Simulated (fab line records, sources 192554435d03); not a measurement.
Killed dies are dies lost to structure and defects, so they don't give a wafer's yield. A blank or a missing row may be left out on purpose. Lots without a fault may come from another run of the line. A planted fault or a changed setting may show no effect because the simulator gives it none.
Which tool did it? | flow n5_finfet | 21 lots, 63 wafers sampled, at 6 steps of a route of 1938

WHAT THE GAUGES READ, wafer by wafer
The record holds no reading of a measuring or inspecting step that can be judged against a usual standard deviation.

WHICH TOOL RAN EACH LOT (tool, then ch and the chambers of the sampled wafers, then the start)
lot  | N5_FIN_SAQP_MANDREL1_REMOVE_56  | N5_FIN_SAQP_ETCH_67               | N5_FIN_SAQP_STRIP_70              | N5_FIN_SAQP_SPACER2_ALD_28       | N5_FIN_SAQP_ETCH_64             | N5_STI_FIN_REVEAL_ALD_14
L074 | rie_si-02 ch 0,2, day 2 00:51   | rie_diel-05 ch 1,3, day 2 01:46   | rie_diel-05 ch 1,3, day 2 01:49   | ald_sin-02 ch 2,3, day 2 02:01   | rie_si-05 ch 0,1,2, day 2 02:51 | ald_sin-03 ch 0,2,3, day 2 05:00
L075 | rie_si-05 ch 1,2,3, day 2 06:07 | rie_diel-04 ch 0,2,3, day 2 07:14 | rie_diel-04 ch 0,2,3, day 2 07:16 | ald_sin-04 ch 0,1,3, day 2 07:28 | rie_si-05 ch 2,3, day 2 08:32   | ald_sin-01 ch 0,2, day 2 10:14
L076 | rie_si-06 ch 1,2,3, day 2 11:29 | rie_diel-04 ch 0,2, day 2 12:22   | rie_diel-04 ch 0,2, day 2 12:25   | ald_sin-02 ch 1,2, day 2 12:37   | rie_si-06 ch 2,3, day 2 13:36   | ald_sin-01 ch 0,1, day 2 15:52
L079 | rie_si-05 ch 0,2, day 3 05:30   | rie_diel-05 ch 1,2,3, day 3 06:26 | rie_diel-05 ch 1,2,3, day 3 06:28 | ald_sin-02 ch 0,1,3, day 3 06:41 | rie_si-05 ch 0,3, day 3 07:32   | ald_sin-02 ch 0,1, day 3 09:14
L080 | rie_si-05 ch 0,1,3, day 3 11:30 | rie_diel-05 ch 1,2,3, day 3 12:23 | rie_diel-05 ch 1,2,3, day 3 12:26 | ald_sin-02 ch 0,1,2, day 3 12:38 | rie_si-06 ch 0,1, day 3 13:29   | ald_sin-03 ch 1,2,3, day 3 15:19
L081 | rie_si-02 ch 0,3, day 3 17:35   | rie_diel-03 ch 2,3, day 3 18:29   | rie_diel-03 ch 2,3, day 3 18:32   | ald_sin-02 ch 0,2,3, day 3 18:44 | rie_si-05 ch 0,1, day 3 19:44   | ald_sin-01 ch 1,2,3, day 3 21:28
L082 | rie_si-05 ch 0,1,3, day 4 00:14 | rie_diel-05 ch 0,1,2, day 4 01:08 | rie_diel-05 ch 0,1,2, day 4 01:10 | ald_sin-02 ch 0,1,3, day 4 01:48 | rie_si-06 ch 0,1,2, day 4 02:38 | ald_sin-01 ch 0,2,3, day 4 04:28
L083 | rie_si-05 ch 1,2, day 4 05:59   | rie_diel-04 ch 1,3, day 4 07:02   | rie_diel-04 ch 1,3, day 4 07:04   | ald_sin-03 ch 1,3, day 4 07:16   | rie_si-06 ch 0,1,2, day 4 08:16 | ald_sin-03 ch 0,1, day 4 10:05
L084 | rie_si-06 ch 0,1,2, day 4 12:02 | rie_diel-03 ch 0,2,3, day 4 12:56 | rie_diel-03 ch 0,2,3, day 4 12:59 | ald_sin-02 ch 2,3, day 4 14:41   | rie_si-05 ch 0,3, day 4 15:31   | ald_sin-02 ch 0,3, day 4 18:11
L085 | rie_si-02 ch 0,2,3, day 4 18:07 | rie_diel-05 ch 1,2,3, day 4 19:00 | rie_diel-05 ch 1,2,3, day 4 19:02 | ald_sin-02 ch 0,1,3, day 4 19:14 | rie_si-05 ch 1,2,3, day 4 20:05 | ald_sin-02 ch 0,1,3, day 4 22:24
L086 | rie_si-05 ch 0,1,3, day 4 23:44 | rie_diel-03 ch 0,1,3, day 5 00:58 | rie_diel-03 ch 0,1,3, day 5 01:01 | ald_sin-04 ch 1,2, day 5 03:35   | rie_si-06 ch 0,1, day 5 04:28   | ald_sin-02 ch 1,2,3, day 5 07:16
L087 | rie_si-02 ch 0,1,2, day 5 06:59 | rie_diel-05 ch 0,2, day 5 07:56   | rie_diel-05 ch 0,2, day 5 07:58   | ald_sin-02 ch 0,1, day 5 08:11   | rie_si-05 ch 1,2, day 5 09:04   | ald_sin-02 ch 0,2,3, day 5 10:46
L088 | rie_si-05 ch 1,2,3, day 5 12:01 | rie_diel-04 ch 0,1,3, day 5 12:59 | rie_diel-04 ch 0,1,3, day 5 13:01 | ald_sin-02 ch 1,2, day 5 13:13   | rie_si-02 ch 1,2,3, day 5 14:04 | ald_sin-03 ch 0,1, day 5 15:52
L089 | rie_si-05 ch 1,2,3, day 5 17:22 | rie_diel-05 ch 1,2,3, day 5 18:16 | rie_diel-05 ch 1,2,3, day 5 18:18 | ald_sin-03 ch 1,2,3, day 5 19:47 | rie_si-02 ch 0,1,3, day 5 20:38 | ald_sin-01 ch 0,1,3, day 5 23:02
L090 | rie_si-06 ch 1,2,3, day 6 00:28 | rie_diel-05 ch 0,2,3, day 6 01:38 | rie_diel-05 ch 0,2,3, day 6 01:40 | ald_sin-02 ch 1,2,3, day 6 01:52 | rie_si-05 ch 1,2,3, day 6 02:58 | ald_sin-03 ch 0,1,2, day 6 04:55
L091 | rie_si-05 ch 0,1,2, day 6 06:08 | rie_diel-04 ch 1,2,3, day 6 07:05 | rie_diel-04 ch 0,1,2, day 6 07:07 | ald_sin-02 ch 0,1,3, day 6 07:19 | rie_si-06 ch 0,2, day 6 08:34   | ald_sin-01 ch 0,1, day 6 10:16
L092 | rie_si-05 ch 1,3, day 6 11:55   | rie_diel-03 ch 0,3, day 6 12:49   | rie_diel-03 ch 0,3, day 6 12:51   | ald_sin-04 ch 1,2,3, day 6 13:03 | rie_si-05 ch 2,3, day 6 13:53   | ald_sin-02 ch 0,2,3, day 6 15:38
L093 | rie_si-06 ch 1,2,3, day 6 18:17 | rie_diel-05 ch 0,2,3, day 6 19:11 | rie_diel-05 ch 0,2,3, day 6 19:13 | ald_sin-04 ch 1,3, day 6 19:26   | rie_si-05 ch 0,2,3, day 6 20:24 | ald_sin-02 ch 0,1, day 6 22:51
L095 | rie_si-02 ch 0,3, day 7 06:35   | rie_diel-03 ch 0,1,2, day 7 07:29 | rie_diel-03 ch 0,1,2, day 7 07:32 | ald_sin-02 ch 1,3, day 7 07:44   | rie_si-05 ch 1,2,3, day 7 08:35 | ald_sin-02 ch 0,3, day 7 10:41
L096 | rie_si-06 ch 0,2,3, day 7 12:49 | rie_diel-03 ch 0,1, day 7 13:46   | rie_diel-03 ch 0,1, day 7 13:49   | ald_sin-04 ch 0,2,3, day 7 14:32 | rie_si-02 ch 1,3, day 7 15:23   | ald_sin-02 ch 0,2,3, day 7 18:29
L097 | rie_si-05 ch 0,1,3, day 7 17:34 | rie_diel-04 ch 1,3, day 7 18:52   | rie_diel-04 ch 1,3, day 7 18:56   | ald_sin-03 ch 2,3, day 7 19:10   | rie_si-02 ch 0,1,3, day 7 20:14 | ald_sin-03 ch 0,1, day 7 22:04
- N5_FIN_SAQP_MANDREL1_REMOVE_56: chemistry HBr/Cl2/O2, target a-Si, stops on SiNx, bt time 10 s.
- N5_FIN_SAQP_ETCH_67: etches SiNx in CH3F/O2, target depth 30 nm.
- N5_FIN_SAQP_STRIP_70: strips in N2/H2.
- N5_FIN_SAQP_SPACER2_ALD_28: deposits SiO2, target thk 8.1 nm, pulse time 1 s, purge time 2 s.
- N5_FIN_SAQP_ETCH_64: etches SiO2 in CF4, target depth 1.5 nm.
- N5_STI_FIN_REVEAL_ALD_14: deposits Si3N4, target thk 3 nm.

WHAT THE TOOLS THEMSELVES READ (means of the sampled wafers that have a number; where no wafer has one, the mark that the record gives instead)
N5_FIN_SAQP_MANDREL1_REMOVE_56.
lot  | tool      | chamber_pressure_mTorr (mTorr) | drypump_motor_current_A (A) | oes_product_au (a.u.) | throttle_valve_pct (%)
L074 | rie_si-02 | 10.003                         | 5.9                         | 1.001                 | 36.45
L075 | rie_si-05 | 10.002                         | 5.8                         | 1.008                 | 36.64
L076 | rie_si-06 | 10.015                         | 5.6                         | 1.000                 | 36.57
L079 | rie_si-05 | 9.993                          | 5.5                         | 1.002                 | 36.74
L080 | rie_si-05 | 10.010                         | 5.8                         | 1.006                 | 36.48
L081 | rie_si-02 | 9.999                          | 5.9                         | 0.987                 | 36.43
L082 | rie_si-05 | 10.001                         | 5.8                         | 1.002                 | 36.48
L083 | rie_si-05 | 10.007                         | 5.5                         | 1.007                 | 36.80
L084 | rie_si-06 | 10.004                         | 5.7                         | 1.006                 | 36.58
L085 | rie_si-02 | 9.999                          | 6.1                         | 1.002                 | 36.46
L086 | rie_si-05 | 10.005                         | 5.8                         | 1.011                 | 36.48
L087 | rie_si-02 | 9.994                          | 5.8                         | 0.997                 | 36.34
L088 | rie_si-05 | 9.997                          | 5.8                         | 1.001                 | 36.64
L089 | rie_si-05 | 9.993                          | 5.8                         | 0.996                 | 36.64
L090 | rie_si-06 | 9.998                          | 5.6                         | 0.999                 | 36.56
L091 | rie_si-05 | 9.999                          | 5.5                         | 1.006                 | 36.64
L092 | rie_si-05 | 9.997                          | 6.1                         | 0.993                 | 36.48
L093 | rie_si-06 | 9.999                          | 5.6                         | 1.001                 | 36.56
L095 | rie_si-02 | 9.993                          | 6.0                         | 0.996                 | 36.44
L096 | rie_si-06 | 9.999                          | 6.0                         | 1.005                 | 36.55
L097 | rie_si-05 | 10.005                         | 5.8                         | 1.011                 | 36.48

N5_FIN_SAQP_ETCH_67.
lot  | tool        | chamber_pressure_mTorr (mTorr) | drypump_motor_current_A (A) | mfc_ar_sccm (sccm) | oes_product_au (a.u.) | rf_vpp_V (V) | showerhead_plenum_p_Torr (Torr) | throttle_valve_pct (%)
L074 | rie_diel-05 | 30.002                         | 6.2                         | 150.1              | 0.74                  | 303          | 2.02                            | 16.7
L075 | rie_diel-04 | 30.018                         | 5.7                         | 150.1              | 0.70                  | 296          | 1.98                            | 16.5
L076 | rie_diel-04 | 30.012                         | 5.4                         | 150.0              | 0.71                  | 299          | 2.04                            | 16.4
L079 | rie_diel-05 | 29.990                         | 6.2                         | 150.0              | 0.78                  | 299          | 2.01                            | 16.5
L080 | rie_diel-05 | 30.022                         | 6.3                         | 150.0              | 0.77                  | 298          | 2.01                            | 16.5
L081 | rie_diel-03 | 29.997                         | 5.8                         | 149.9              | 0.77                  | 302          | 2.06                            | 16.6
L082 | rie_diel-05 | 30.000                         | 6.2                         | 149.4              | 0.82                  | 298          | 1.97                            | 16.2
L083 | rie_diel-04 | 29.990                         | 6.1                         | 150.1              | 0.71                  | 296          | 1.97                            | 16.5
L084 | rie_diel-03 | 30.009                         | 5.8                         | 149.7              | 0.82                  | 299          | 2.04                            | 16.5
L085 | rie_diel-05 | 30.005                         | 6.2                         | 150.3              | 0.76                  | 298          | 2.00                            | 16.5
L086 | rie_diel-03 | 29.993                         | 6.2                         | 149.5              | 0.81                  | 297          | 2.01                            | 16.5
L087 | rie_diel-05 | 30.013                         | 6.1                         | 150.6              | 0.86                  | 297          | 1.96                            | 16.0
L088 | rie_diel-04 | 30.002                         | 5.9                         | 150.4              | 0.70                  | 297          | 1.98                            | 16.5
L089 | rie_diel-05 | 30.041                         | 6.2                         | 150.1              | 0.75                  | 298          | 2.00                            | 16.5
L090 | rie_diel-05 | 29.980                         | 6.2                         | 150.2              | 0.82                  | 298          | 1.99                            | 16.3
L091 | rie_diel-04 | 30.030                         | 5.9                         | 150.2              | 0.69                  | 294          | 1.95                            | 16.5
L092 | rie_diel-03 | 30.001                         | 6.0                         | 149.8              | 0.85                  | 296          | 2.03                            | 16.4
L093 | rie_diel-05 | 30.025                         | 6.2                         | 149.8              | 0.79                  | 299          | 1.99                            | 16.3
L095 | rie_diel-03 | 29.990                         | 5.9                         | 149.9              | 0.84                  | 299          | 2.02                            | 16.6
L096 | rie_diel-03 | 29.966                         | 6.0                         | 150.0              | 0.89                  | 296          | 2.00                            | 16.5
L097 | rie_diel-04 | 29.994                         | 6.1                         | 150.1              | 0.69                  | 295          | 1.96                            | 16.5

N5_FIN_SAQP_STRIP_70.
lot  | tool        | bias_power_w (W) | chamber_pressure_mTorr (mTorr) | drypump_motor_current_A (A) | oes_product_au (a.u.) | rf_vpp_V (V) | showerhead_plenum_p_Torr (Torr) | throttle_valve_pct (%)
L074 | rie_diel-05 | 27.94            | 49.99                          | 6.2                         | 0.72                  | 122.3        | 3.38                            | 19.22
L075 | rie_diel-04 | 28.01            | 49.98                          | 5.7                         | 0.70                  | 122.0        | 3.33                            | 18.95
L076 | rie_diel-04 | 28.02            | 50.01                          | 5.4                         | 0.70                  | 122.1        | 3.42                            | 18.87
L079 | rie_diel-05 | 28.02            | 50.01                          | 6.2                         | 0.77                  | 121.7        | 3.37                            | 19.08
L080 | rie_diel-05 | 28.01            | 49.99                          | 6.2                         | 0.77                  | 121.1        | 3.37                            | 19.09
L081 | rie_diel-03 | 27.92            | 50.00                          | 5.8                         | 0.77                  | 122.4        | 3.45                            | 19.21
L082 | rie_diel-05 | 28.09            | 49.99                          | 6.2                         | 0.82                  | 122.3        | 3.30                            | 18.94
L083 | rie_diel-04 | 27.98            | 49.99                          | 6.1                         | 0.71                  | 121.6        | 3.31                            | 19.00
L084 | rie_diel-03 | 28.01            | 49.97                          | 5.9                         | 0.81                  | 122.6        | 3.43                            | 19.13
L085 | rie_diel-05 | 27.99            | 50.00                          | 6.3                         | 0.76                  | 122.9        | 3.36                            | 19.11
L086 | rie_diel-03 | 27.98            | 49.96                          | 6.2                         | 0.81                  | 121.8        | 3.38                            | 19.06
L087 | rie_diel-05 | 27.99            | 49.98                          | 6.1                         | 0.86                  | 121.8        | 3.28                            | 18.91
L088 | rie_diel-04 | 27.98            | 50.02                          | 5.9                         | 0.69                  | 122.3        | 3.34                            | 19.03
L089 | rie_diel-05 | 28.05            | 50.01                          | 6.3                         | 0.75                  | 121.0        | 3.36                            | 19.11
L090 | rie_diel-05 | 28.06            | 50.01                          | 6.2                         | 0.81                  | 122.3        | 3.34                            | 19.07
L091 | rie_diel-04 | 28.02            | 49.98                          | 5.6                         | 0.70                  | 122.1        | 3.37                            | 18.89
L092 | rie_diel-03 | 27.95            | 49.96                          | 5.9                         | 0.86                  | 123.1        | 3.40                            | 19.07
L093 | rie_diel-05 | 28.00            | 50.01                          | 6.2                         | 0.80                  | 121.8        | 3.34                            | 19.09
L095 | rie_diel-03 | 27.91            | 50.05                          | 5.9                         | 0.84                  | 121.6        | 3.39                            | 19.21
L096 | rie_diel-03 | 28.11            | 49.99                          | 6.0                         | 0.89                  | 121.4        | 3.38                            | 19.13
L097 | rie_diel-04 | 28.05            | 50.00                          | 6.1                         | 0.69                  | 121.2        | 3.29                            | 19.05

N5_FIN_SAQP_SPACER2_ALD_28.
lot  | tool       | heater_power_w (W) | precursor_pulse_height_rel
L074 | ald_sin-02 | 524                | 1.010
L075 | ald_sin-04 | 458                | 0.992
L076 | ald_sin-02 | 454                | 1.006
L079 | ald_sin-02 | 485                | 0.988
L080 | ald_sin-02 | 452                | 1.009
L081 | ald_sin-02 | 500                | 0.986
L082 | ald_sin-02 | 481                | 1.011
L083 | ald_sin-03 | 561                | 0.999
L084 | ald_sin-02 | 507                | 0.994
L085 | ald_sin-02 | 486                | 1.001
L086 | ald_sin-04 | 503                | 1.000
L087 | ald_sin-02 | 439                | 0.998
L088 | ald_sin-02 | 460                | 1.025
L089 | ald_sin-03 | 511                | 1.017
L090 | ald_sin-02 | 488                | 0.993
L091 | ald_sin-02 | 482                | 0.987
L092 | ald_sin-04 | 464                | 0.995
L093 | ald_sin-04 | 428                | 1.013
L095 | ald_sin-02 | 516                | 0.998
L096 | ald_sin-04 | 444                | 0.987
L097 | ald_sin-03 | 500                | 0.992

N5_FIN_SAQP_ETCH_64.
lot  | tool      | cf4_flow_sccm (sccm) | chamber_pressure_mTorr (mTorr) | drypump_motor_current_A (A) | oes_product_au (a.u.) | throttle_valve_pct (%)
L074 | rie_si-05 | 79.89                | 9.998                          | 5.5                         | 1.009                 | 21.79
L075 | rie_si-05 | 79.82                | 9.992                          | 6.1                         | 0.993                 | 21.84
L076 | rie_si-06 | 79.91                | 10.003                         | 5.9                         | 0.995                 | 21.52
L079 | rie_si-05 | 79.98                | 10.005                         | 5.8                         | 1.007                 | 21.71
L080 | rie_si-06 | 80.21                | 10.000                         | 5.5                         | 1.025                 | 21.73
L081 | rie_si-05 | 79.81                | 10.001                         | 5.6                         | 1.012                 | 21.59
L082 | rie_si-06 | 80.08                | 9.990                          | 5.7                         | 1.005                 | 21.72
L083 | rie_si-06 | 80.00                | 9.995                          | 5.7                         | 1.007                 | 21.72
L084 | rie_si-05 | 80.06                | 9.999                          | 6.1                         | 1.001                 | 21.70
L085 | rie_si-05 | 80.00                | 9.990                          | 5.8                         | 0.998                 | 21.78
L086 | rie_si-06 | 79.95                | 9.995                          | 5.5                         | 1.004                 | 21.72
L087 | rie_si-05 | 80.13                | 10.000                         | 5.5                         | 1.000                 | 21.72
L088 | rie_si-02 | 79.97                | 9.999                          | 5.9                         | 0.990                 | 21.52
L089 | rie_si-02 | 79.99                | 10.005                         | 5.8                         | 0.986                 | 21.50
L090 | rie_si-05 | 79.87                | 9.995                          | 5.8                         | 0.997                 | 21.78
L091 | rie_si-06 | 80.02                | 10.012                         | 6.0                         | 1.017                 | 21.70
L092 | rie_si-05 | 80.05                | 10.004                         | 5.7                         | 0.999                 | 21.99
L093 | rie_si-05 | 79.87                | 10.003                         | 5.8                         | 1.004                 | 21.85
L095 | rie_si-05 | 79.92                | 9.999                          | 5.8                         | 0.999                 | 21.77
L096 | rie_si-02 | 79.79                | 10.007                         | 5.8                         | 0.976                 | 21.46
L097 | rie_si-02 | 79.96                | 9.999                          | 5.7                         | 1.000                 | 21.50

N5_STI_FIN_REVEAL_ALD_14.
lot  | tool       | heater_power_w (W)
L074 | ald_sin-03 | 857
L075 | ald_sin-01 | 881
L076 | ald_sin-01 | 836
L079 | ald_sin-02 | 805
L080 | ald_sin-03 | 946
L081 | ald_sin-01 | 921
L082 | ald_sin-01 | 923
L083 | ald_sin-03 | 862
L084 | ald_sin-02 | 881
L085 | ald_sin-02 | 855
L086 | ald_sin-02 | 894
L087 | ald_sin-02 | 898
L088 | ald_sin-03 | 897
L089 | ald_sin-01 | 886
L090 | ald_sin-03 | 895
L091 | ald_sin-01 | 831
L092 | ald_sin-02 | 896
L093 | ald_sin-02 | 806
L095 | ald_sin-02 | 887
L096 | ald_sin-02 | 884
L097 | ald_sin-03 | 882

THE ANSWER, worked out from the rows above alone
Rule: what is usual is taken from the lots themselves. Put in order of their means at a reading, lots are off if they are a third of the lots or fewer, leave a main group of 4 or more, and stand apart from it by a gap of 3 or more times the standard deviation of the main group's means; of several such gaps the widest counts. A main group whose means are all the same, to the digits that the tables above print for the reading, isn't used. A lot without any number at a reading at which 4 lots or more have one is off too. The other lots that the step has rows for count as sound. The gauges are gone through in route order, then the tools' own readings, and for those a lot's mean is taken as printed above. The first step at which some lot is off is used, and at that step the reading that is off furthest; a lot without a number counts as furthest.
No lot is off at any reading shown: from this, nothing can be told.

WHAT THE SIMULATOR HAD PUT IN
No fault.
